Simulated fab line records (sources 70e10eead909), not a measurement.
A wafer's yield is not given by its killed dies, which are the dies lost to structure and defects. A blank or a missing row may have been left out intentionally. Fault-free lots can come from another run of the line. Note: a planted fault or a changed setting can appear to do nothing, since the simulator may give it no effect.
Which tool was responsible? -- flow nand harc -- at 1 step of a route of 1159, 24 lots with 72 wafers sampled

WHAT EACH GAUGE READ, for each wafer
NHARC_P_CONTACT_INSPECT_27.
lot,measured,on,raw defect count
L074,day 5 17:44,defect inspect-01,300 322 340
L075,day 6 05:19,defect inspect-01,233 201 208
L076,day 6 08:41,defect inspect-02,243 256 366
L077,day 6 13:37,defect inspect-01,170 267 319
L078,day 6 15:38,defect inspect-01,162 370 292
L080,day 7 07:25,defect inspect-02,231 178 200
L079,day 7 07:57,defect inspect-01,311 342 388
L081,day 7 17:44,defect inspect-02,273 180 253
L082,day 7 21:19,defect inspect-02,427 294 293
L083,day 8 01:49,defect inspect-01,226 198 257
L084,day 8 02:21,defect inspect-02,172 227 333
L087,day 8 22:36,defect inspect-02,149 348 256
L085,day 8 23:53,defect inspect-02,511 386 429
L086,day 9 00:11,defect inspect-01,335 367 295
L089,day 9 10:20,defect inspect-02,147 228 321
L088,day 9 15:08,defect inspect-02,317 502 704
L090,day 10 02:19,defect inspect-02,533 498 487
L092,day 10 06:28,defect inspect-02,439 405 412
L091,day 10 07:00,defect inspect-01,167 255 348
L093,day 10 16:59,defect inspect-02,237 734 341
L094,day 10 17:31,defect inspect-02,291 210 242
L095,day 10 20:32,defect inspect-02,430 408 425
L097,day 11 11:20,defect inspect-02,242 368 159
L096,day 11 12:32,defect inspect-01,219 107 152

EACH LOT AND THE TOOL THAT RAN IT (in order: tool; ch and the chambers of the sampled wafers; start)
The record shows no process step preceding these readings.

AS READ BY THE TOOLS THEMSELVES (means over the sampled wafers that have a number; for cases with no such wafer, the mark the record gives instead)
The record holds no such reading with a usual standard deviation.

THE ANSWER, worked out from the rows above alone
Rule: usual is defined by the lots themselves. Put in order of their means at a reading, lots are off if they are a third of the lots or fewer, leave a main group of 4 or more, and stand apart from it by a gap of 3 or more times the standard deviation of the main group's means; of several such gaps the widest counts. A main group is skipped when, at the precision printed for the reading in the tables above, its means are all equal. Also off: a lot with no number at a reading for which 4 or more lots have one. The other lots that the step has rows for count as sound. After the gauges, taken in route order, come the tools' own readings; for these a lot's mean is taken, as printed above. At the first step where some lot is off, the reading lying furthest off is the one used; lots without a number count as furthest.
Across all readings shown, no lot is off: no conclusion can be drawn from this.

WHAT THE SIMULATOR HAD INSERTED
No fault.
